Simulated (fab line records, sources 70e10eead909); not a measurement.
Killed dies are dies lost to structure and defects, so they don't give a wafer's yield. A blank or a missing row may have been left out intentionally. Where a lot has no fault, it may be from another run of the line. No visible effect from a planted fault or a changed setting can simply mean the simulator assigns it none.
Matching of chambers -- flow nand harc -- NHARC_A_STAIRCASE_TRIM_12 on rie diel-03 has 4 sister chambers
The step chemistry O2, time 211.2 s. 18 wafers are shown with their chamber, then 9 later ones without.

== EACH WAFER AND ITS CHAMBER ==
wafer,chamber,drypump motor current A (A),showerhead plenum p Torr (Torr),oes product au (a.u.)
L076.1,0,5.6,3.68,1.015
L076.2,3,6.7,3.50,1.007
L076.3,1,4.9,3.63,0.987
L081.3,3,6.7,3.49,1.016
L081.5,2,5.6,3.71,0.997
L081.6,1,4.9,3.63,0.993
L085.2,3,6.8,3.49,1.021
L085.3,3,6.8,3.49,1.004
L085.5,3,6.8,3.49,1.014
L088.1,3,6.7,3.48,1.015
L088.2,2,5.7,3.71,1.001
L088.4,0,5.6,3.66,1.016
L088.3,1,4.9,3.62,0.999
L088.5,1,4.9,3.62,1.006
L088.6,0,5.6,3.66,1.013
L093.1,3,6.8,3.48,1.013
L093.2,2,5.6,3.70,0.993
L093.3,0,5.6,3.66,1.010

SIGNATURES, as means of the wafers listed above
reading,chamber 0,chamber 1,chamber 2,chamber 3,scatter within a chamber
drypump motor current A,5.600,4.900,5.633,6.757,0.0412
showerhead plenum p Torr,3.6650,3.6250,3.7067,3.4886,0.00733
oes product au,1.01350,0.99625,0.99700,1.01286,0.00565
Rule: a wafer lies at a distance from a chamber equal to the root of the sum of squares, over the readings, of (its reading less the chamber's mean, divided by the reading's scatter). If the next closest chamber is less than 2 further off than the closest, the wafer can't be placed; otherwise it belongs to the closest. The scatter: the root of (the sum of the squares of (reading less its chamber's mean) over the shown wafers, divided by (wafers less chambers)).

== WAFERS WITH NO CHAMBER GIVEN ==
wafer,drypump motor current A (A),showerhead plenum p Torr (Torr),oes product au (a.u.)
L093.4,4.9,3.62,1.000
L093.5,5.6,3.66,1.013
L093.6,6.8,3.48,1.019
L094.2,5.6,3.70,0.992
L094.3,5.6,3.66,1.005
L094.4,6.8,3.47,1.024
L096.1,5.6,3.70,0.995
L096.5,6.7,3.47,1.014
L096.6,5.6,3.70,0.998

== WHICH CHAMBER EACH ONE RAN IN ==
wafer,from the rows above,in truth
L093.4,1,1
L093.5,0,0
L093.6,3,3
L094.2,2,2
L094.3,0,0
L094.4,3,3
L096.1,2,2
L096.5,3,3
L096.6,2,2
Correctly placed: 9 of 9. Can't be placed from these rows: 0. Placed wrongly: 0.
